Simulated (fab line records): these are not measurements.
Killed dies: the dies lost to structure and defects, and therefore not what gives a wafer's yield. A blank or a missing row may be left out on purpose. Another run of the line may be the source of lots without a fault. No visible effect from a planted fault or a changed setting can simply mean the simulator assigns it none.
fab line records	flow n5_finfet
record: lots: 10	wafers: 30	last_day: 16
route steps=1938 shown WELL_APT@55 BEOL_M4@1102 BEOL_M5@1112 PASSIVATION@1936
lots untouched by any fault: they come from a run of this same line in which no faults occurred
start_h: hours from the record's first day to the start of the lot's first wafer shown	wait_h: hours since the lot's step before	" the same as in the row above	L1.1+2: a row that stands for several wafers	- no value, or no start was given	* or withheld: withheld	< > ~ a bound
route shown NAME@n: a module of which the file shows steps, and the number in the route of the first	usual: mean and standard deviation over wafers with no fault	same: alike in all rows	chamber/n: place in a boat	sites: readings site by site	_std_site: standard deviation of those values	_edge_site: inner sites' mean taken away from outer sites' mean	radius_mm: how far each site lies from the wafer's centre	mask NAME#n: copy n	behind: the most recent tool/chamber to have shaped the wafer	hold: reason for holding the lot/hours on hold/outcome of the hold	device: transistor that didn't switch, given as n, p or np	end of line: tests run on the same wafers once the route is complete	step lacking rows: just its recipe	killed: the dies lost at the first sort to structure and to defects; this is not the yield of the wafer	map: a wafer's dies, x killed, . not, _ none there
set.NAME: the run value of the setting; set.NAME@STEP: its run value at that earlier step	model.NAME: the simulator's own value behind a step, which no gauge read
the route's steps for a sample of lots (tables are steps, rows are wafers)
services: from which hour (start_h, from the record's first day; less than 0 if before it) a tool's chamber was out of use, for how many hours, and why
== steps ==
step: N5_WELL_APT_EPI_41
recipe: material: Si	target_thk_a: 500	temp_c: 650	precursor: SiH4/H2	pressure_torr: 20	time_s: 297.7
usual: lamp_inner_pct: 14.4/0.54	throttle_valve_pct: 11.57/0.25
lot.wafer	tool	chamber	start_h	wait_h	lamp_inner_pct	throttle_valve_pct
L714.1	epi_rpcvd-01	0	16.27	0.0	14.0	11.56
L714.2	"	0	"	"	13.9	11.44
L714.3	"	0	"	"	13.9	11.43
L715.1	epi_rpcvd-01	0	22.39	0.0	13.9	11.87
L715.3	"	0	"	"	13.9	11.48
L715.5	"	0	"	"	14.0	11.67
L716.1	epi_rpcvd-01	0	28.65	0.0	14.0	11.43
L716.4	"	0	"	"	13.9	11.63
L716.5	"	0	"	"	13.9	11.40
L717.1	epi_rpcvd-01	0	34.53	0.0	14.2	11.68
L717.3	"	0	"	"	14.0	11.61
L717.5	"	0	"	"	14.2	11.83
L719.1	epi_rpcvd-01	0	46.34	0.0	13.9	11.78
L719.3	"	0	"	"	13.8	11.41
L719.5	"	0	"	"	14.0	11.57
L728.2	epi_rpcvd-04	0	100.05	0.2	15.1	11.47
L728.3	"	0	"	"	15.2	11.65
L728.5	"	0	"	"	15.1	11.45
L730.1	epi_rpcvd-01	0	112.63	0.0	14.1	11.52
L730.5	"	0	"	"	14.0	11.51
L730.6	"	0	"	"	13.9	11.78
L731.1	epi_rpcvd-01	0	118.43	0.0	13.9	11.66
L731.3	"	0	"	"	14.0	11.51
L731.6	"	0	"	"	13.8	11.82
L733.3	epi_rpcvd-01	0	130.32	0.3	13.9	11.53
L733.5	"	0	"	"	13.9	11.44
L733.6	"	0	"	"	13.9	11.89
L734.2	epi_rpcvd-04	0	136.43	0.2	15.1	11.47
L734.5	"	0	"	"	15.1	11.68
L734.6	"	0	"	"	15.2	11.55
step: N5_BEOL_M4_ANNEAL_51
recipe: temp_c: 225	time_s: 90	ambient: N2
usual: anneal_temp_c_max: 226.0/0.31	wafer_temp_C_max: 226.09/0.26
lot.wafer	tool	chamber	start_h	wait_h	anneal_temp_c_max	wafer_temp_C_max
L714.1	rtp_anneal-02	0	168.48	0.1	225.7	225.93
L714.2	"	0	"	"	225.8	225.78
L714.3	"	0	"	"	226.0	226.03
L715.1	rtp_anneal-02	0	176.50	0.1	225.7	226.70
L715.3	"	0	"	"	225.6	226.14
L715.5	"	0	"	"	225.8	225.97
L716.1	rtp_anneal-01	0	191.04	0.1	225.9	226.35
L716.4	"	0	"	"	225.8	226.01
L716.5	"	0	"	"	225.9	225.80
L717.1	rtp_anneal-02	0	191.19	0.1	226.1	226.44
L717.3	"	0	"	"	226.0	225.82
L717.5	"	0	"	"	225.5	226.16
L719.1	rtp_anneal-02	0	197.62	0.1	225.5	226.05
L719.3	"	0	"	"	225.8	226.32
L719.5	"	0	"	"	225.9	226.14
L728.2	rtp_anneal-02	0	248.65	0.1	225.9	226.82
L728.3	"	0	"	"	225.9	226.23
L728.5	"	0	"	"	225.8	225.92
L730.1	rtp_anneal-01	0	268.38	0.1	226.6	225.82
L730.5	"	0	"	"	226.5	225.85
L730.6	"	0	"	"	226.3	226.13
L731.1	rtp_anneal-01	0	274.91	0.2	226.1	225.98
L731.3	"	0	"	"	226.0	225.78
L731.6	"	0	"	"	226.0	226.10
L734.2	rtp_anneal-02	0	284.40	0.1	226.1	225.74
L734.5	"	0	"	"	226.0	226.28
L734.6	"	0	"	"	225.9	225.92
L733.3	rtp_anneal-02	0	288.49	0.3	225.6	226.05
L733.5	"	0	"	"	225.7	226.08
L733.6	"	0	"	"	225.3	226.59
step: N5_BEOL_M4_INSPECT_59
recipe: inspect_instrument: darkfield	mode: post_dep
usual: raw_defect_count: 69/22
lot.wafer	tool	chamber	start_h	wait_h	raw_defect_count
L714.1	defect_inspect-01	-	169.39	0.0	36
L714.2	"	-	"	"	26
L714.3	"	-	"	"	61
L715.1	defect_inspect-02	-	177.38	0.0	83
L715.3	"	-	"	"	52
L715.5	"	-	"	"	80
L716.1	defect_inspect-02	-	191.93	0.0	81
L716.4	"	-	"	"	65
L716.5	"	-	"	"	61
L717.1	defect_inspect-01	-	192.20	0.0	47
L717.3	"	-	"	"	62
L717.5	"	-	"	"	50
L719.1	defect_inspect-02	-	198.52	0.0	46
L719.3	"	-	"	"	65
L719.5	"	-	"	"	56
L728.2	defect_inspect-02	-	249.49	0.0	70
L728.3	"	-	"	"	100
L728.5	"	-	"	"	97
L730.1	defect_inspect-01	-	269.26	0.0	111
L730.5	"	-	"	"	61
L730.6	"	-	"	"	76
L731.1	defect_inspect-02	-	275.86	0.0	97
L731.3	"	-	"	"	49
L731.6	"	-	"	"	83
L734.2	defect_inspect-02	-	285.24	0.0	72
L734.5	"	-	"	"	82
L734.6	"	-	"	"	77
L733.3	defect_inspect-02	-	289.28	0.0	85
L733.5	"	-	"	"	43
L733.6	"	-	"	"	58
step: N5_BEOL_M4_RC_MEAS_101
usual: CJ_N: 4.32/0.081	DIBL_N: 35.8/1.6	DIBL_P: 36.0/2.1	IOFF_N: 0.153/0.026	IOFF_P: 0.21/0.037	ION_N: 673/11	ION_P: 462/7.6	RS_PWELL: 3006/25	SS_N: 71.4/0.53	SS_P: 73.2/0.67	VT_N: 250/3.2	VT_P: -250/3.7
lot.wafer	tool	chamber	start_h	wait_h	CJ_N	DIBL_N[mV/V]	DIBL_P[mV/V]	IOFF_N[nA/um]	IOFF_P[nA/um]	ION_N[uA/um]	ION_P[uA/um]	RS_PWELL[ohm/sq]	SS_N[mV/dec]	SS_P[mV/dec]	VT_N[mV]	VT_P[mV]
L714.1	prober-02	0	169.42	0.0	4.33	37.3	39.2	0.188	0.26	684	476	3041	70.9	74.0	245	-248
L714.2	"	0	"	"	4.31	33.5	33.7	0.117	0.17	662	463	3039	71.1	72.5	256	-251
L714.3	"	0	"	"	4.36	37.9	38.8	0.207	0.27	700	476	3020	71.1	74.2	243	-245
L715.1	prober-02	0	177.41	0.0	4.28	35.3	36.1	0.139	0.18	670	453	3002	71.1	73.2	252	-255
L715.3	"	0	"	"	4.44	37.4	37.9	0.165	0.20	675	460	3040	71.7	73.4	250	-250
L715.5	"	0	"	"	4.32	35.5	35.7	0.137	0.18	673	456	3016	71.6	72.4	253	-252
L716.1	prober-01	0	191.95	0.0	3.46	37.2	39.0	0.189	0.28	697	473	2899	71.7	74.1	249	-242
L716.4	"	0	"	"	3.49	38.5	40.6	0.225	0.34	685	479	2895	72.6	74.2	246	-239
L716.5	"	0	"	"	3.47	36.4	37.8	0.162	0.26	676	470	2903	71.5	73.3	251	-243
L717.1	prober-02	0	192.23	0.0	3.55	40.1	37.8	0.229	0.23	684	463	2879	74.3	73.8	250	-250
L717.3	"	0	"	"	3.47	40.2	39.8	0.213	0.28	688	475	2863	72.6	74.5	249	-248
L717.5	"	0	"	"	3.48	37.1	35.9	0.158	0.20	681	465	2883	71.2	73.1	250	-253
L719.1	prober-02	0	198.55	0.0	3.62	35.1	35.6	0.154	0.20	679	469	2949	71.6	72.9	251	-250
L719.3	"	0	"	"	3.40	34.2	34.6	0.138	0.18	668	453	2900	71.4	73.0	249	-253
L719.5	"	0	"	"	3.53	34.5	34.2	0.139	0.17	674	447	2908	71.7	72.5	251	-252
L728.2	prober-02	0	249.67	0.2	4.40	38.2	38.4	0.195	0.25	687	470	2950	71.4	74.1	247	-247
L728.3	"	0	"	"	4.45	36.9	36.4	0.161	0.22	676	463	2959	71.7	73.1	248	-247
L728.5	"	0	"	"	4.25	35.5	36.7	0.151	0.23	679	468	2970	71.4	73.3	249	-247
L730.1	prober-02	0	269.28	0.0	4.36	35.6	34.1	0.139	0.19	669	461	3033	71.6	73.0	252	-252
L730.5	"	0	"	"	4.34	37.7	36.3	0.164	0.22	667	461	2975	71.1	73.8	252	-251
L730.6	"	0	"	"	4.43	36.3	34.5	0.134	0.19	669	459	3008	71.4	73.2	251	-249
L731.1	prober-01	0	275.89	0.0	4.34	35.1	36.0	0.145	0.19	665	459	3030	70.7	73.7	251	-252
L731.3	"	0	"	"	4.35	35.1	35.8	0.148	0.19	671	458	3039	71.4	72.8	249	-250
L731.6	"	0	"	"	4.33	37.1	38.2	0.178	0.22	678	460	3043	72.4	74.1	249	-252
L734.2	prober-02	0	285.42	0.2	4.35	33.9	35.1	0.134	0.19	659	463	3024	70.9	73.0	254	-250
L734.5	"	0	"	"	4.51	35.2	36.3	0.168	0.23	673	466	3020	71.8	73.2	248	-246
L734.6	"	0	"	"	4.37	35.8	37.1	0.181	0.23	680	460	3012	72.2	73.5	249	-246
L733.3	prober-01	0	289.61	0.3	4.39	36.5	36.6	0.159	0.20	669	459	3045	71.4	73.7	253	-251
L733.5	"	0	"	"	4.37	37.5	37.0	0.174	0.21	680	464	3024	72.2	73.4	250	-249
L733.6	"	0	"	"	4.28	34.7	35.0	0.136	0.18	661	460	3028	70.6	72.9	253	-254
step: N5_BEOL_M5_ILD_DEP_00
recipe: material: SiCOH_lowk	target_thk_a: 1406.4	temp_c: 300	precursor: DEMS/porogen	pressure_torr: 5	rf_w: 500	time_s: 25.9
usual: heater_power_w: 302/44	showerhead_plenum_p_Torr: 5.743/0.019	throttle_valve_pct: 13.9/0.73
lot.wafer	tool	chamber	start_h	wait_h	heater_power_w	showerhead_plenum_p_Torr	throttle_valve_pct
L714.1	pecvd-03	2	170.38	0.8	325	5.750	13.8
L714.2	"	1	"	"	316	5.757	14.7
L714.3	"	0	"	"	332	5.783	14.3
L715.1	pecvd-04	1	178.37	0.8	337	5.767	13.5
L715.3	"	2	"	"	323	5.734	13.0
L715.5	"	0	"	"	271	5.717	14.5
L716.1	pecvd-03	0	192.93	0.8	313	5.760	14.3
L716.4	"	2	"	"	315	5.749	13.9
L716.5	"	0	"	"	321	5.759	14.3
L717.1	pecvd-01	2	193.19	0.8	254	5.748	12.7
L717.3	"	0	"	"	225	5.727	14.8
L717.5	"	2	"	"	261	5.726	12.8
L719.1	pecvd-04	2	199.51	0.8	385	5.729	13.2
L719.3	"	0	"	"	285	5.719	14.9
L719.5	"	1	"	"	341	5.751	13.3
L728.2	pecvd-01	1	250.47	0.7	341	5.767	13.9
L728.3	"	0	"	"	269	5.722	14.6
L728.5	"	1	"	"	273	5.756	13.9
L730.1	pecvd-04	1	270.26	0.8	368	5.762	13.3
L730.5	"	0	"	"	231	5.755	14.8
L730.6	"	2	"	"	379	5.723	13.1
L731.1	pecvd-03	2	276.85	0.8	321	5.728	12.8
L731.3	"	2	"	"	330	5.738	12.7
L731.6	"	1	"	"	324	5.769	14.7
L734.2	pecvd-04	1	286.22	0.7	366	5.769	13.4
L734.5	"	0	"	"	262	5.727	14.5
L734.6	"	2	"	"	364	5.741	13.1
L733.3	pecvd-04	2	290.27	0.5	357	5.731	12.8
L733.5	"	1	"	"	365	5.744	13.5
L733.6	"	0	"	"	226	5.731	14.6
step: N5_PASSIVATION_PROBE_49
usual: defect_limited_yield: 91.3/1.5	killed_at_M0_to_M3: 33/12	killed_at_M4_up: 13/5.2	killed_at_contacts: 13/6.7	killed_at_front_end: 40/11	killed_at_other: 4.1/2.7	killed_dies: 103/17	killed_on_rim: 14/4.2	killed_open: 69/13	killed_short: 33/8.4	sort_bin_5_function: 5.1/1	sort_bin_6_memory: 3.2/0.62	sort_n_pass: 1077/17	sort_yield_pct: 91.3/1.5
same: gross_dies: 1180	killed_at_back_side: 0	sort_bin_4_leakage[%]: 0	sort_bin_8_speed[%]: 0
lot.wafer	tool	chamber	start_h	wait_h	defect_limited_yield[%]	killed_at_M0_to_M3	killed_at_M4_up	killed_at_contacts	killed_at_front_end	killed_at_other	killed_dies	killed_on_rim	killed_open	killed_short	sort_bin_5_function[%]	sort_bin_6_memory[%]	sort_n_pass	sort_yield_pct[%]
L714.1	prober-01	-	270.57	0.0	93.0	30	9	6	36	2	83	11	57	24	4.3	2.5	1097	93.0
L714.2	prober-01	-	270.62	0.1	93.2	20	5	15	40	0	80	10	62	18	3.7	3.0	1100	93.2
L714.3	prober-01	-	270.67	0.1	91.4	27	9	10	48	8	102	11	72	26	5.0	3.4	1078	91.4
L716.1	prober-02	-	297.92	0.0	90.8	15	8	20	55	10	108	15	64	40	5.8	3.0	1072	90.8
L716.4	prober-02	-	298.07	0.2	91.0	26	15	8	54	3	106	14	60	44	5.7	2.8	1074	91.0
L716.5	prober-02	-	298.12	0.2	91.1	19	10	17	49	10	105	18	68	37	5.6	2.9	1075	91.1
L717.1	prober-02	-	303.80	0.0	92.2	44	7	6	31	4	92	8	59	32	4.2	3.3	1088	92.2
L717.3	prober-02	-	303.90	0.1	90.5	44	19	12	31	6	112	14	75	36	5.4	3.7	1068	90.5
L717.5	prober-02	-	304.00	0.2	91.7	44	18	8	26	2	98	10	56	42	4.8	3.0	1082	91.7
L719.1	prober-01	-	311.91	0.0	89.2	42	9	28	39	10	128	17	85	42	6.2	3.8	1052	89.2
L719.3	prober-01	-	312.01	0.1	91.0	40	10	20	31	5	106	11	65	39	4.9	3.8	1074	91.0
L719.5	prober-01	-	312.11	0.2	93.0	36	8	14	18	7	83	10	61	22	4.1	2.6	1097	93.0
L728.2	prober-02	-	363.75	0.1	90.1	42	19	3	49	4	117	15	76	39	5.5	3.9	1063	90.1
L728.3	prober-02	-	363.80	0.1	92.0	22	16	10	45	1	94	13	74	19	4.7	3.2	1086	92.0
L728.5	prober-02	-	363.90	0.2	91.3	37	6	9	48	3	103	16	73	30	5.3	3.1	1077	91.3
L731.1	prober-02	-	388.15	0.0	90.3	40	19	4	46	6	115	17	86	27	6.0	3.6	1065	90.3
L731.3	prober-02	-	388.25	0.1	93.7	29	11	8	24	2	74	4	49	24	3.3	2.8	1106	93.7
L731.6	prober-02	-	388.40	0.3	89.6	40	27	2	48	6	123	19	82	41	5.8	4.2	1057	89.6
killed by level:class
L714.1 FIN_SAQP:geometric_particle:open=12 BEOL_M1:geometric_particle:open=9 BEOL_M0_SAQP:geometric_particle:short=5 BEOL_M3:geometric_particle:open=5 BEOL_M4:geometric_particle:open=5 MOL_CONTACT_COAG:geometric_particle:open=4 FIN_SAQP:geometric_particle:short=3 GATE_CUT:geometric_particle:open=3
L714.2 MOL_CONTACT_COAG:geometric_particle:open=14 FIN_SAQP:geometric_particle:open=11 STI_FIN_REVEAL:geometric_particle:open=8 BEOL_M0_SAQP:geometric_particle:open=4 GATE_CUT:geometric_particle:open=4 BEOL_M0_SAQP:geometric_particle:short=4 FIN_SAQP:geometric_particle:short=3 ILD0:geometric_particle:open=3
L714.3 FIN_SAQP:geometric_particle:open=18 BEOL_M2:geometric_particle:open=8 MOL_CONTACT_COAG:geometric_particle:open=8 FIN_SAQP:geometric_particle:short=6 STI_FIN_REVEAL:geometric_particle:open=5 BEOL_M0_SAQP:geometric_particle:open=5 BEOL_M0:geometric_particle:open=4 BEOL_M3:geometric_particle:open=4
L716.1 FIN_SAQP:geometric_particle:open=17 MOL_CONTACT_COAG:geometric_particle:open=16 FIN_SAQP:geometric_particle:short=11 GATE_CUT:geometric_particle:short=9 STI_FIN_REVEAL:geometric_particle:open=5 BEOL_M0_SAQP:geometric_particle:open=5 MOL_CONTACT_COAG:geometric_particle:short=4 BEOL_M5:geometric_particle:open=4
L716.4 FIN_SAQP:geometric_particle:open=14 FIN_SAQP:geometric_particle:short=13 GATE_CUT:geometric_particle:short=9 STI_FIN_REVEAL:geometric_particle:open=7 MOL_CONTACT_COAG:geometric_particle:open=6 BEOL_M2:geometric_particle:open=5 BEOL_M3:geometric_particle:open=4 DUMMY_GATE:geometric_particle:open=3
L716.5 FIN_SAQP:geometric_particle:open=18 MOL_CONTACT_COAG:geometric_particle:open=14 STI_FIN_REVEAL:geometric_particle:open=7 BEOL_M0_SAQP:geometric_particle:open=7 GATE_CUT:geometric_particle:short=6 FIN_SAQP:geometric_particle:short=5 STI_FIN_REVEAL:geometric_particle:short=5 GATE_CUT:geometric_particle:open=3
L717.1 BEOL_M0_SAQP:geometric_particle:open=9 BEOL_M0_SAQP:geometric_particle:short=9 BEOL_M2:geometric_particle:open=9 FIN_SAQP:geometric_particle:open=7 BEOL_M1:geometric_particle:open=7 FIN_SAQP:geometric_particle:short=6 MOL_CONTACT_COAG:geometric_particle:open=6 STI_FIN_REVEAL:geometric_particle:open=4
L717.3 BEOL_M0_SAQP:geometric_particle:short=15 MOL_CONTACT_COAG:geometric_particle:open=10 FIN_SAQP:geometric_particle:open=9 STI_FIN_REVEAL:geometric_particle:open=7 BEOL_M0_SAQP:geometric_particle:open=6 BEOL_M1:geometric_particle:open=6 BEOL_M4:geometric_particle:open=5 FIN_SAQP:geometric_particle:short=4
L717.5 BEOL_M0_SAQP:geometric_particle:short=14 BEOL_M3:geometric_particle:open=10 BEOL_M0_SAQP:geometric_particle:open=8 FIN_SAQP:geometric_particle:short=7 MOL_CONTACT_COAG:geometric_particle:open=6 FIN_SAQP:geometric_particle:open=5 BEOL_M2:geometric_particle:open=5 BEOL_M5:geometric_particle:open=5
L719.1 MOL_CONTACT_COAG:geometric_particle:open=19 STI_FIN_REVEAL:geometric_particle:open=16 BEOL_M0_SAQP:geometric_particle:open=11 MOL_CONTACT_COAG:geometric_particle:short=9 BEOL_M1:geometric_particle:open=9 BEOL_M0_SAQP:geometric_particle:short=6 FIN_CUT:geometric_particle:short=4 BEOL_M1:geometric_particle:short=4
L719.3 MOL_CONTACT_COAG:geometric_particle:open=16 BEOL_M0_SAQP:geometric_particle:short=12 BEOL_M0_SAQP:geometric_particle:open=8 BEOL_M3:geometric_particle:open=7 GATE_CUT:geometric_particle:short=7 STI_FIN_REVEAL:geometric_particle:open=6 BEOL_M2:geometric_particle:open=5 MOL_CONTACT_COAG:geometric_particle:short=4
L719.5 MOL_CONTACT_COAG:geometric_particle:open=13 BEOL_M0_SAQP:geometric_particle:open=12 BEOL_M3:geometric_particle:open=7 BEOL_M0:geometric_particle:open=6 BEOL_M0_SAQP:geometric_particle:short=5 BEOL_M3:geometric_particle:short=4 STI_FIN_REVEAL:geometric_particle:open=3 MIM_TOP:geometric_particle:short=3
L728.2 STI_FIN_REVEAL:geometric_particle:open=12 FIN_SAQP:geometric_particle:short=11 FIN_SAQP:geometric_particle:open=8 BEOL_M1:geometric_particle:open=7 BEOL_M3:geometric_particle:open=7 BEOL_M4:geometric_particle:open=7 BEOL_M0:geometric_particle:open=6 BEOL_M2:geometric_particle:open=6
L728.3 STI_FIN_REVEAL:geometric_particle:open=21 MOL_CONTACT_COAG:geometric_particle:open=8 BEOL_M3:geometric_particle:open=7 BEOL_M4:geometric_particle:open=7 FIN_SAQP:geometric_particle:open=6 BEOL_M2:geometric_particle:open=5 BEOL_M0_SAQP:geometric_particle:open=4 FIN_SAQP:geometric_particle:short=3
L728.5 STI_FIN_REVEAL:geometric_particle:open=11 MOL_CONTACT_COAG:geometric_particle:open=8 BEOL_M2:geometric_particle:open=8 BEOL_M3:geometric_particle:open=7 FIN_SAQP:geometric_particle:open=6 BEOL_M1:geometric_particle:open=6 BEOL_M0:geometric_particle:open=6 FIN_SAQP:geometric_particle:short=5
L731.1 STI_FIN_REVEAL:geometric_particle:open=16 BEOL_M2:geometric_particle:open=12 BEOL_M1:geometric_particle:open=10 FIN_SAQP:geometric_particle:open=6 BEOL_M3:geometric_particle:open=6 FIN_SAQP:geometric_particle:short=5 BEOL_M0_SAQP:geometric_particle:open=5 DUMMY_GATE:geometric_particle:short=5
L731.3 BEOL_M2:geometric_particle:open=11 BEOL_M1:geometric_particle:open=9 FIN_SAQP:geometric_particle:open=6 MOL_CONTACT_COAG:geometric_particle:open=6 STI_FIN_REVEAL:geometric_particle:open=4 BEOL_M4:geometric_particle:open=4 FIN_SAQP:geometric_particle:short=3 DUMMY_GATE:geometric_particle:open=3
L731.6 BEOL_M4:geometric_particle:open=15 FIN_SAQP:geometric_particle:open=14 BEOL_M2:geometric_particle:open=10 FIN_SAQP:geometric_particle:short=9 BEOL_M0_SAQP:geometric_particle:short=9 DUMMY_GATE:geometric_particle:open=8 BEOL_M0_SAQP:geometric_particle:open=7 BEOL_M1:geometric_particle:open=5
== services ==
tool	chamber	start_h	hours	kind
pecvd-04	1	10.94	7.4	repair
pecvd-01	-	12.37	0.3	repair
epi_rpcvd-04	-	14.84	1.0	repair
pecvd-04	2	21.12	-	clean
pecvd-04	2	21.12	-	consumable_replace:showerhead
pecvd-04	2	21.12	29.0	scheduled_down
pecvd-04	2	21.12	29.0	vent_cycle
pecvd-01	-	33.86	28.5	repair
pecvd-03	1	42.80	22.1	repair
pecvd-03	-	60.58	14.6	pm
pecvd-04	2	76.52	2.1	scheduled_down
rtp_anneal-02	-	77.37	4.4	pm
pecvd-01	-	87.76	6.9	repair
epi_rpcvd-04	-	112.73	2.8	pm
epi_rpcvd-01	-	134.94	2.3	repair
epi_rpcvd-01	-	169.87	2.8	pm
pecvd-01	2	194.03	10.1	repair
pecvd-01	-	196.98	0.2	repair
pecvd-04	1	239.86	2.1	scheduled_down
pecvd-01	2	247.92	5.4	repair
pecvd-04	0	258.81	5.5	scheduled_down
pecvd-03	0	275.91	7.4	repair
pecvd-01	0	278.24	12.8	repair
pecvd-04	-	278.25	1.6	repair
== key ==
first_sign: step: N5_BEOL_M4_RC_MEAS_101	reading: CJ_N	direction: down	sigmas: 10	usual: 4.32	struck: 3.50
effect: step: N5_BEOL_M4_RC_MEAS_101	reading: RS_PWELL	direction: down	sigmas: 4.3	usual: 3006	struck: 2898
effect: step: N5_BEOL_M4_RC_MEAS_101	reading: SS_N	direction: up	sigmas: 1.2	usual: 71.4	struck: 72.1	wafers_moved: 1
met_at N5_WELL_APT_EPI_41
struck_lots L716,L717,L719
not_acting_at N5_BEOL_M4_ANNEAL_51,N5_BEOL_M4_INSPECT_59,N5_BEOL_M5_ILD_DEP_00
onset_between 22.39 28.65
fault: kind: process_parameter_drift	tool: epi_rpcvd-01	chamber: -	onset_h: 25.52	steps: N5_WELL_APT_EPI_41	channel: target_thk_a	offset: *	shape: step	end_h: 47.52	acts_in: *	stated: *
